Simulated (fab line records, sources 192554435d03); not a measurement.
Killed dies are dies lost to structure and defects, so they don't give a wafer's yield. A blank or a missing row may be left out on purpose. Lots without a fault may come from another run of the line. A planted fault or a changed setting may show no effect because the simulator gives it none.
fab line records | flow n5_finfet
record lots=24 wafers=72 last_day=18
route steps=1938 shown BEOL_M4@1069 BEOL_M5@1170
lots that met no fault: from a run of the same line without faults
start_h: hours from the record's first day to the start of the lot's first wafer shown | wait_h: hours since the lot's step before | " the same as in the row above | L1.1+2: a row that stands for several wafers | - no value, or no start given | * or withheld: withheld | < > ~ a bound
route shown NAME@n: a module of which the file shows steps, and the number in the route of the first | usual: mean/standard deviation of fault-free wafers | same: alike in all rows | chamber/n: place in a boat | sites: the reading at each site | _std_site: their standard deviation | _edge_site: outer sites' mean less inner sites' | radius_mm: how far each site lies from the wafer's centre | mask NAME#n: copy n | behind: the tool/chamber that last shaped the wafer | hold: why the lot was held/for how many hours/how that ended | device: the transistor (n, p or np) that didn't switch | end of line: the same wafers' tests at the end of the route | a step without rows: its recipe alone | killed: dies lost to structure and defects at the first sort, not the wafer's yield | map: a wafer's dies, x killed, . not, _ none there
set.NAME: the setting as run; set.NAME@STEP: as run at that earlier step | model.NAME: the simulator's own value behind a step, which no gauge read
steps of the route over a sample of lots; a table a step, a row a wafer
services: from which hour (start_h, from the record's first day; less than 0 if before it) a tool's chamber was out of use, for how many hours, and why
## steps
# step N5_BEOL_M4_STRIP_36
# recipe chemistry=N2/H2 power_w=450 temp_c=40 pressure_mtorr=20 rf_frequency_hz=6e+07 overash_fraction=0.3 bias_power_w=7 h2_frac=0.5 n2_flow_sccm=200 h2_flow_sccm=200
# usual drypump_motor_current_A=5.7/0.47 oes_product_au=0.80/0.1 rf_vpp_V=59.1/1.4 showerhead_plenum_p_Torr=2.56/0.094 throttle_valve_pct=23.6/0.31
# same overash_fraction=0.3
# columns lot.wafer tool chamber start_h wait_h drypump_motor_current_A oes_product_au rf_hours_counter_h rf_vpp_V showerhead_plenum_p_Torr throttle_valve_pct
L074.3 rie_diel-04 1 156.96 0.0 6.3 0.67 244 59.1 2.50 23.3
L074.4 " 2 " " 5.6 0.71 217 58.6 2.41 23.7
L074.5 " 0 " " 6.7 0.69 - 59.0 2.41 24.0
L075.2 rie_diel-04 1 163.03 0.0 6.3 0.67 247 57.2 2.50 23.3
L075.5 " 3 " " 6.5 0.91 - 58.6 2.59 23.6
L075.6 " 2 " " 5.6 0.70 - 55.9 2.41 23.7
L076.1 rie_diel-02 3 182.16 0.0 5.6 0.74 173 57.5 2.52 23.7
L076.4 " 0 " " 5.3 0.73 203 59.2 2.40 23.3
L076.6 " 0 " " 5.3 0.72 - 59.0 2.39 23.3
L077.3 rie_diel-03 1 199.77 0.0 5.3 0.83 82 59.5 2.57 23.3
L077.5 " 3 " " 5.7 0.97 - 60.2 2.70 23.3
L077.6 " 0 " " 5.6 0.72 - 60.2 2.53 24.0
L080.3 rie_diel-02 3 200.17 0.0 5.6 0.73 180 58.6 2.52 23.7
L080.4 " 2 " " 5.2 0.69 236 61.2 2.63 24.3
L080.5 " 0 " " 5.3 0.70 - 59.5 2.39 23.3
L079.3 rie_diel-04 3 200.25 0.0 6.4 0.90 46 58.7 2.58 23.6
L079.4 " 3 " " 6.4 0.88 - 61.1 2.58 23.6
L079.6 " 0 " " 6.7 0.95 - 58.8 2.72 23.7
L078.1 rie_diel-02 2 204.56 0.0 5.3 0.69 237 57.1 2.63 24.3
L078.2 " 0 " " 5.3 0.71 211 59.7 2.39 23.3
L078.5 " 3 " " 5.6 0.74 - 61.3 2.52 23.6
L082.2 rie_diel-02 0 206.30 0.0 5.3 0.71 212 58.1 2.39 23.3
L082.3 " 2 " " 5.2 0.70 238 61.0 2.63 24.3
L082.6 " 3 " " 5.6 0.73 - 61.1 2.52 23.7
L083.2 rie_diel-02 2 209.13 0.0 5.2 0.70 239 60.0 2.63 24.3
L083.5 " 0 " " 5.3 0.72 - 57.7 2.39 23.3
L083.6 " 3 " " 5.6 0.73 - 58.7 2.52 23.7
L081.1 rie_diel-02 0 216.28 0.0 5.3 0.71 215 57.0 2.39 23.3
L081.5 " 2 " " 5.2 0.69 - 59.3 2.63 24.3
L081.6 " 3 " " 5.6 0.72 - 57.7 2.52 23.7
L084.1 rie_diel-02 1 234.73 0.0 6.2 0.70 232 61.8 2.62 23.7
L084.3 " 2 " " 5.2 0.69 247 57.4 2.63 24.3
L084.4 " 3 " " 5.6 0.72 192 59.6 2.52 23.7
L085.1 rie_diel-04 0 237.14 0.0 6.7 0.90 20 58.5 2.72 23.7
L085.4 " 0 " " 6.7 0.91 - 60.2 2.72 23.7
L085.6 " 1 " " 6.3 0.95 - 57.1 2.49 23.2
L086.1 rie_diel-03 3 244.86 0.0 5.7 0.92 20 58.0 2.69 23.4
L086.3 " 0 " " 5.6 0.71 214 59.1 2.53 24.0
L086.5 " 3 " " 5.7 0.93 - 63.1 2.69 23.4
L087.1 rie_diel-04 2 253.74 0.0 5.6 1.01 0 58.9 2.72 23.3
L087.4 " 1 " " 6.3 0.92 20 59.4 2.48 23.2
L087.5 " 1 " " 6.4 0.92 - 58.6 2.48 23.2
L088.1 rie_diel-03 0 256.86 0.0 5.6 0.72 218 59.5 2.52 24.0
L088.3 " 1 " " 5.3 0.82 100 58.6 2.57 23.3
L088.4 " 3 " " 5.7 0.91 24 56.8 2.69 23.4
L089.1 rie_diel-03 3 271.27 0.0 5.7 0.88 29 60.3 2.68 23.4
L089.4 " 0 " " 5.6 0.70 221 56.6 2.52 24.0
L089.5 " 3 " " 5.7 0.90 - 59.8 2.69 23.4
L091.2 rie_diel-03 0 272.73 0.0 5.6 0.71 222 59.7 2.52 24.0
L091.3 " 1 " " 5.3 0.81 105 60.4 2.56 23.3
L091.6 " 0 " " 5.6 0.70 - 58.5 2.52 24.0
L090.1 rie_diel-04 3 272.97 0.0 6.4 0.85 73 59.1 2.57 23.6
L090.2 " 0 " " 6.7 0.88 34 59.4 2.71 23.7
L090.5 " 1 " " 6.3 0.92 - 58.8 2.48 23.2
L092.2 rie_diel-03 0 276.26 0.0 5.6 0.70 223 59.1 2.52 24.0
L092.3 " 1 " " 5.3 0.80 107 59.8 2.56 23.3
L092.4 " 2 " " 5.4 0.77 135 58.8 2.53 23.4
L093.1 rie_diel-02 2 280.22 0.0 5.2 1.01 3 59.9 2.62 24.0
L093.3 " 3 " " 5.6 0.70 213 59.9 2.51 23.7
L093.6 " 2 " " 5.2 1.01 - 58.6 2.62 24.0
L094.2 rie_diel-03 2 294.01 0.0 5.4 0.76 140 56.6 2.52 23.4
L094.3 " 1 " " 5.3 0.81 112 57.0 2.56 23.4
L094.5 " 1 " " 5.3 0.78 - 59.0 2.56 23.3
L095.1 rie_diel-02 3 301.52 0.0 5.6 0.70 223 61.5 2.51 23.7
L095.3 " 2 " " 5.2 0.95 13 60.2 2.62 24.1
L095.4 " 3 " " 5.6 0.70 - 58.9 2.51 23.7
L096.1 rie_diel-02 1 309.48 0.0 6.2 0.95 9 58.4 2.60 23.5
L096.3 " 2 " " 5.2 0.94 17 60.6 2.62 24.1
L096.5 " 3 " " 5.6 0.69 - 57.8 2.50 23.7
L097.1 rie_diel-02 3 309.98 0.0 5.6 0.69 227 59.8 2.50 23.7
L097.3 " 2 " " 5.2 0.94 17 59.2 2.62 24.1
L097.5 " 2 " " 5.2 0.95 - 58.4 2.62 24.1
# step N5_BEOL_M4_OCD_MEAS_38
# usual trench_depth_nm=55.8/0.88
# columns lot.wafer tool chamber start_h wait_h trench_depth_nm
L074.3 ocd-02 - 157.16 - 56.2
L074.4 " - " " 54.8
L074.5 " - " " 55.0
L075.2 ocd-02 - 163.23 - 56.3
L075.5 " - " " 56.5
L075.6 " - " " 54.0
L076.1 ocd-01 - 182.35 - 56.2
L076.4 " - " " 54.5
L076.6 " - " " 55.2
L077.3 ocd-02 - 199.97 - 54.8
L077.5 " - " " 55.0
L077.6 " - " " 55.3
L080.3 ocd-01 - 200.37 - 57.4
L080.4 " - " " 55.5
L080.5 " - " " 55.6
L079.3 ocd-02 - 200.45 - 56.0
L079.4 " - " " 56.4
L079.6 " - " " 55.7
L078.1 ocd-01 - 204.75 - 55.6
L078.2 " - " " 55.8
L078.5 " - " " 57.4
L082.2 ocd-01 - 206.49 - 55.3
L082.3 " - " " 54.9
L082.6 " - " " 57.1
L083.2 ocd-01 - 209.32 - 55.4
L083.5 " - " " 56.0
L083.6 " - " " 57.4
L081.1 ocd-01 - 216.48 - 55.7
L081.5 " - " " 55.6
L081.6 " - " " 56.5
L084.1 ocd-02 - 234.92 - 54.8
L084.3 " - " " 54.1
L084.4 " - " " 55.3
L085.1 ocd-02 - 237.33 - 56.2
L085.4 " - " " 56.0
L085.6 " - " " 57.6
L086.1 ocd-02 - 245.05 - 55.1
L086.3 " - " " 55.7
L086.5 " - " " 55.6
L087.1 ocd-01 - 253.93 - 55.1
L087.4 " - " " 57.7
L087.5 " - " " 57.4
L088.1 ocd-01 - 257.05 - 56.4
L088.3 " - " " 56.1
L088.4 " - " " 56.1
L089.1 ocd-01 - 271.46 - 56.1
L089.4 " - " " 55.6
L089.5 " - " " 54.9
L091.2 ocd-01 - 272.92 - 55.9
L091.3 " - " " 54.6
L091.6 " - " " 56.2
L090.1 ocd-02 - 273.16 - 55.8
L090.2 " - " " 55.6
L090.5 " - " " 57.1
L092.2 ocd-01 - 276.46 - 57.1
L092.3 " - " " 55.2
L092.4 " - " " 55.6
L093.1 ocd-02 - 280.42 - 56.2
L093.3 " - " " 56.8
L093.6 " - " " 56.9
L094.2 ocd-01 - 294.20 - 55.1
L094.3 " - " " 55.4
L094.5 " - " " 55.0
L095.1 ocd-02 - 301.71 - 56.7
L095.3 " - " " 55.9
L095.4 " - " " 55.9
L096.1 ocd-02 - 309.68 - 54.8
L096.3 " - " " 56.5
L096.5 " - " " 57.1
L097.1 ocd-01 - 310.17 - 55.9
L097.3 " - " " 56.0
L097.5 " - " " 55.0
# step N5_BEOL_M4_SPUTTER_48
# recipe material=Cu target_thk_a=45 temp_c=-20 chamber_pressure_pa=0.07 power_w=withheld time_s=8.29
# usual chamber_pressure_pa=0.06999/0.00014 throttle_valve_pct=29.9/1.2
# columns lot.wafer tool chamber start_h wait_h chamber_pressure_pa throttle_valve_pct
L074.3 pvd_sputter-03 - 158.30 0.1 0.06995 29.1
L074.4 " - " " 0.07003 28.6
L074.5 " - " " 0.07006 29.1
L075.2 pvd_sputter-01 - 164.34 0.1 0.06989 31.8
L075.5 " - " " 0.06985 28.1
L075.6 " - " " 0.07008 31.6
L076.1 pvd_sputter-01 - 183.66 0.2 0.0698 28.1
L076.4 " - " " 0.06987 31.4
L076.6 " - " " 0.07023 30.2
L077.3 pvd_sputter-02 - 201.42 0.4 0.06995 32.3
L077.5 " - " " 0.06979 32.2
L077.6 " - " " 0.07012 30.1
L080.3 pvd_sputter-01 - 201.96 0.1 0.07013 30.1
L080.4 " - " " 0.06988 28.1
L080.5 " - " " 0.07007 28.1
L079.3 pvd_sputter-02 - 203.26 1.1 0.07001 30.0
L079.4 " - " " 0.06958 29.2
L079.6 " - " " 0.06997 28.9
L078.1 pvd_sputter-01 - 205.85 0.1 0.06992 28.2
L078.2 " - " " 0.06967 31.6
L078.5 " - " " 0.0699 30.3
L082.2 pvd_sputter-03 - 207.29 0.1 0.06984 29.3
L082.3 " - " " 0.07033 29.0
L082.6 " - " " 0.07009 28.9
L083.2 pvd_sputter-03 - 210.32 0.1 0.06991 28.7
L083.5 " - " " 0.07007 28.4
L083.6 " - " " 0.07003 29.5
L081.1 pvd_sputter-03 - 217.55 0.1 0.07002 29.2
L081.5 " - " " 0.07024 28.6
L081.6 " - " " 0.06998 29.1
L084.1 pvd_sputter-03 - 236.12 0.1 0.0701 28.6
L084.3 " - " " 0.07012 29.4
L084.4 " - " " 0.06996 29.1
L085.1 pvd_sputter-02 - 238.77 0.3 0.07012 32.1
L085.4 " - " " 0.0701 29.8
L085.6 " - " " 0.06987 29.9
L086.1 pvd_sputter-01 - 246.50 0.2 0.07006 28.1
L086.3 " - " " 0.07003 30.2
L086.5 " - " " 0.06977 31.6
L087.1 pvd_sputter-03 - 254.95 0.1 0.06986 28.7
L087.4 " - " " 0.07003 29.5
L087.5 " - " " 0.0701 31.1
L088.1 pvd_sputter-01 - 258.18 0.1 0.07011 30.2
L088.3 " - " " 0.06997 28.2
L088.4 " - " " 0.07024 30.5
L089.1 pvd_sputter-01 - 273.66 0.1 0.07005 29.9
L089.4 " - " " 0.07003 28.0
L089.5 " - " " 0.07003 31.6
L091.2 pvd_sputter-03 - 274.39 0.1 0.06997 31.0
L091.3 " - " " 0.07009 29.3
L091.6 " - " " 0.07 29.1
L090.1 pvd_sputter-01 - 275.62 1.1 0.06999 31.7
L090.2 " - " " 0.07016 30.3
L090.5 " - " " 0.0699 30.2
L092.2 pvd_sputter-03 - 277.97 0.3 0.06993 31.0
L092.3 " - " " 0.07 28.5
L092.4 " - " " 0.06992 28.8
L093.1 pvd_sputter-01 - 281.91 0.1 0.07001 28.1
L093.3 " - " " 0.07014 30.4
L093.6 " - " " 0.07008 30.1
L094.2 pvd_sputter-03 - 295.88 0.3 0.07014 28.5
L094.3 " - " " 0.06967 29.2
L094.5 " - " " 0.06999 29.4
L095.1 pvd_sputter-02 - 303.21 0.2 0.0699 29.2
L095.3 " - " " 0.06998 30.4
L095.4 " - " " 0.06971 30.1
L096.1 pvd_sputter-03 - 311.32 0.3 0.06991 31.0
L096.3 " - " " 0.06982 29.2
L096.5 " - " " 0.06984 28.8
L097.1 pvd_sputter-01 - 311.71 0.2 0.07013 31.5
L097.3 " - " " 0.07014 30.2
L097.5 " - " " 0.06998 30.3
# step N5_BEOL_M4_PRE_CLEAN_60
# recipe gas=NH3/H2 time_s=15 temp_c=* rf_power_w=300
# usual heater_power_outer_w=19/5 heater_power_w=85/8.2
# columns lot.wafer tool chamber start_h wait_h heater_power_outer_w heater_power_w
L074.3 cvd_co-02 1 161.10 0.0 9 70
L074.4 " 2 " " 17 89
L074.5 " 0 " " 24 80
L075.2 cvd_co-02 0 166.93 0.0 24 78
L075.5 " 1 " " 9 71
L075.6 " 2 " " 17 93
L076.1 cvd_co-01 0 186.40 0.2 21 92
L076.4 " 2 " " 15 80
L076.6 " 0 " " 21 94
L077.3 cvd_co-02 0 204.00 0.0 24 79
L077.5 " 1 " " 9 70
L077.6 " 0 " " 24 80
L080.3 cvd_co-01 1 204.56 0.0 23 85
L080.4 " 1 " " 23 87
L080.5 " 0 " " 21 95
L079.3 cvd_co-01 1 205.86 0.0 24 83
L079.4 " 0 " " 21 94
L079.6 " 1 " " 23 85
L078.1 cvd_co-01 1 208.43 0.0 23 85
L078.2 " 0 " " 21 97
L078.5 " 0 " " 20 97
L082.2 cvd_co-01 0 209.87 0.0 21 96
L082.3 " 2 " " 15 80
L082.6 " 1 " " 23 87
L083.2 cvd_co-01 0 212.91 0.0 21 94
L083.5 " 1 " " 24 86
L083.6 " 2 " " 15 81
L081.1 cvd_co-01 2 220.13 0.0 15 83
L081.5 " 1 " " 23 85
L081.6 " 2 " " 16 82
L084.1 cvd_co-02 1 239.06 0.0 9 72
L084.3 " 0 " " 24 79
L084.4 " 1 " " 9 72
L085.1 cvd_co-02 1 241.35 0.0 9 71
L085.4 " 0 " " 25 80
L085.6 " 1 " " 9 72
L086.1 cvd_co-02 1 249.08 0.0 9 71
L086.3 " 0 " " 25 79
L086.5 " 1 " " 9 71
L087.1 cvd_co-01 2 257.54 0.0 16 81
L087.4 " 0 " " 21 96
L087.5 " 2 " " 16 81
L088.1 cvd_co-02 1 260.77 0.0 9 73
L088.3 " 2 " " 18 91
L088.4 " 1 " " 9 71
L089.1 cvd_co-01 1 276.24 0.0 24 86
L089.4 " 1 " " 23 81
L089.5 " 0 " " 21 97
L091.2 cvd_co-01 0 276.98 0.0 22 96
L091.3 " 1 " " 23 85
L091.6 " 0 " " 22 99
L090.1 cvd_co-02 0 278.22 0.0 24 78
L090.2 " 1 " " 9 72
L090.5 " 2 " " 18 95
L092.2 cvd_co-01 2 280.56 0.0 16 82
L092.3 " 1 " " 23 84
L092.4 " 1 " " 23 88
L093.1 cvd_co-01 2 284.50 0.0 16 82
L093.3 " 1 " " 23 85
L093.6 " 1 " " 24 88
L094.2 cvd_co-02 2 298.46 0.0 18 94
L094.3 " 1 " " 9 72
L094.5 " 0 " " 25 81
L095.1 cvd_co-02 2 306.28 0.0 18 95
L095.3 " 0 " " 24 80
L095.4 " 0 " " 24 79
L096.1 cvd_co-01 0 313.91 0.0 22 96
L096.3 " 1 " " 23 84
L096.5 " 1 " " 24 85
L097.1 cvd_co-01 1 314.30 0.0 23 86
L097.3 " 2 " " 17 83
L097.5 " 2 " " 17 83
# step N5_BEOL_M5_DEGAS_44
# recipe ambient=vacuum temp_c=250 time_s=60
# usual heater_power_w=332/25
# columns lot.wafer tool chamber start_h wait_h heater_power_w
L074.3 pvd_sputter-03 - 167.47 0.2 350
L074.4 " - " " 316
L074.5 " - " " 317
L075.2 pvd_sputter-03 - 175.19 0.2 357
L075.5 " - " " 368
L075.6 " - " " 360
L076.1 pvd_sputter-03 - 193.14 0.3 350
L076.4 " - " " 349
L076.6 " - " " 357
L080.3 pvd_sputter-01 - 209.93 0.3 357
L080.4 " - " " 293
L080.5 " - " " 341
L077.3 pvd_sputter-02 - 210.72 0.4 303
L077.5 " - " " 336
L077.6 " - " " 354
L078.1 pvd_sputter-02 - 215.13 0.6 345
L078.2 " - " " 343
L078.5 " - " " 334
L079.3 pvd_sputter-02 - 216.39 0.6 347
L079.4 " - " " 331
L079.6 " - " " 349
L082.2 pvd_sputter-03 - 219.43 2.2 310
L082.3 " - " " 365
L082.6 " - " " 362
L083.2 pvd_sputter-03 - 221.73 0.4 312
L083.5 " - " " 348
L083.6 " - " " 361
L081.1 pvd_sputter-03 - 229.82 0.4 317
L081.5 " - " " 353
L081.6 " - " " 316
L084.1 pvd_sputter-02 - 244.79 0.5 344
L084.3 " - " " 346
L084.4 " - " " 334
L085.1 pvd_sputter-02 - 248.81 0.5 343
L085.4 " - " " 337
L085.6 " - " " 301
L086.1 pvd_sputter-02 - 257.51 0.3 347
L086.3 " - " " 345
L086.5 " - " " 353
L088.1 pvd_sputter-02 - 266.12 0.4 345
L088.3 " - " " 298
L088.4 " - " " 334
L087.1 pvd_sputter-03 - 266.76 0.3 329
L087.4 " - " " 349
L087.5 " - " " 334
L089.1 pvd_sputter-01 - 284.23 1.2 285
L089.4 " - " " 341
L089.5 " - " " 293
L091.2 pvd_sputter-01 - 285.15 0.3 284
L091.3 " - " " 346
L091.6 " - " " 281
L090.1 pvd_sputter-01 - 285.35 0.4 365
L090.2 " - " " 275
L090.5 " - " " 289
L092.2 pvd_sputter-03 - 289.31 3.8 310
L092.3 " - " " 359
L092.4 " - " " 344
L093.1 pvd_sputter-01 - 293.25 0.7 290
L093.3 " - " " 363
L093.6 " - " " 291
L094.2 pvd_sputter-03 - 304.90 2.0 320
L094.3 " - " " 318
L094.5 " - " " 326
L095.1 pvd_sputter-01 - 314.07 0.3 345
L095.3 " - " " 297
L095.4 " - " " 297
L096.1 pvd_sputter-03 - 322.03 1.7 356
L096.3 " - " " 315
L096.5 " - " " 312
L097.1 pvd_sputter-03 - 322.11 1.5 349
L097.3 " - " " 356
L097.5 " - " " 361
# step N5_BEOL_M5_ANNEAL_82
# recipe temp_c=400 time_s=1800 ambient=vacuum
# usual heater_power_w=822/59
# columns lot.wafer tool chamber start_h wait_h heater_power_w
L074.3 pvd_sputter-02 - 170.55 0.0 848
L074.4 " - " " 870
L074.5 " - " " 880
L075.2 pvd_sputter-02 - 178.39 0.0 768
L075.5 " - " " 862
L075.6 " - " " 835
L076.1 pvd_sputter-01 - 195.02 0.0 720
L076.4 " - " " 857
L076.6 " - " " 713
L080.3 pvd_sputter-01 - 212.10 0.0 695
L080.4 " - " " 839
L080.5 " - " " 720
L077.3 pvd_sputter-03 - 213.57 0.0 874
L077.5 " - " " 793
L077.6 " - " " 809
L078.1 pvd_sputter-01 - 216.94 0.0 854
L078.2 " - " " 709
L078.5 " - " " 727
L079.3 pvd_sputter-02 - 218.12 0.0 861
L079.4 " - " " 870
L079.6 " - " " 773
L082.2 pvd_sputter-01 - 221.60 0.0 912
L082.3 " - " " 844
L082.6 " - " " 848
L083.2 pvd_sputter-03 - 223.62 0.0 863
L083.5 " - " " 824
L083.6 " - " " 780
L081.1 pvd_sputter-03 - 231.60 0.0 884
L081.5 " - " " 812
L081.6 " - " " 797
L084.1 pvd_sputter-03 - 246.59 0.0 794
L084.3 " - " " 893
L084.4 " - " " 872
L085.1 pvd_sputter-02 - 250.70 0.0 831
L085.4 " - " " 862
L085.6 " - " " 751
L086.1 pvd_sputter-02 - 259.25 0.0 869
L086.3 " - " " 745
L086.5 " - " " 756
L088.1 pvd_sputter-01 - 267.86 0.0 717
L088.3 " - " " 707
L088.4 " - " " 925
L087.1 pvd_sputter-03 - 270.17 0.0 786
L087.4 " - " " 824
L087.5 " - " " 922
L089.1 pvd_sputter-03 - 285.95 0.0 787
L089.4 " - " " 887
L089.5 " - " " 796
L091.2 pvd_sputter-02 - 286.94 0.0 837
L091.3 " - " " 744
L091.6 " - " " 868
L090.1 pvd_sputter-01 - 288.97 0.0 908
L090.2 " - " " 744
L090.5 " - " " 706
L092.2 pvd_sputter-03 - 291.32 0.0 897
L092.3 " - " " 897
L092.4 " - " " 798
L093.1 pvd_sputter-02 - 297.19 0.0 872
L093.3 " - " " 880
L093.6 " - " " 866
L094.2 pvd_sputter-02 - 306.65 0.0 772
L094.3 " - " " 857
L094.5 " - " " 851
L095.1 pvd_sputter-02 - 315.81 0.0 829
L095.3 " - " " 867
L095.4 " - " " 750
L096.1 pvd_sputter-03 - 323.79 0.0 779
L096.3 " - " " 881
L096.5 " - " " 777
L097.1 pvd_sputter-02 - 323.83 0.0 864
L097.3 " - " " 758
L097.5 " - " " 769
## services
# columns tool chamber start_h hours kind
pvd_sputter-01 - 137.17 2.2 repair
cvd_co-01 0 141.80 9.5 repair
rie_diel-02 - 145.40 4.3 pm
rie_diel-02 - 163.03 3.2 repair
rie_diel-03 3 189.80 9.6 repair
rie_diel-03 - 219.02 2.8 pm
pvd_sputter-01 - 231.67 2.2 repair
pvd_sputter-01 - 236.50 2.7 repair
rie_diel-02 2 241.92 - clean
rie_diel-02 2 241.92 - consumable_replace:focus_ring
rie_diel-02 2 241.92 31.1 scheduled_down
rie_diel-02 2 241.92 31.1 vent_cycle
rie_diel-03 0 259.75 6.6 repair
rie_diel-02 0 261.10 2.4 repair
rie_diel-02 1 273.09 - clean
rie_diel-02 1 273.09 - consumable_replace:focus_ring
rie_diel-02 1 273.09 16.4 scheduled_down
rie_diel-02 1 273.09 16.4 vent_cycle
rie_diel-02 0 299.92 - clean
rie_diel-02 0 299.92 - consumable_replace:focus_ring
rie_diel-02 0 299.92 - consumable_replace:showerhead
rie_diel-02 0 299.92 20.6 scheduled_down
rie_diel-03 0 310.73 1.4 repair
rie_diel-03 2 316.71 5.3 repair
## key
fault none
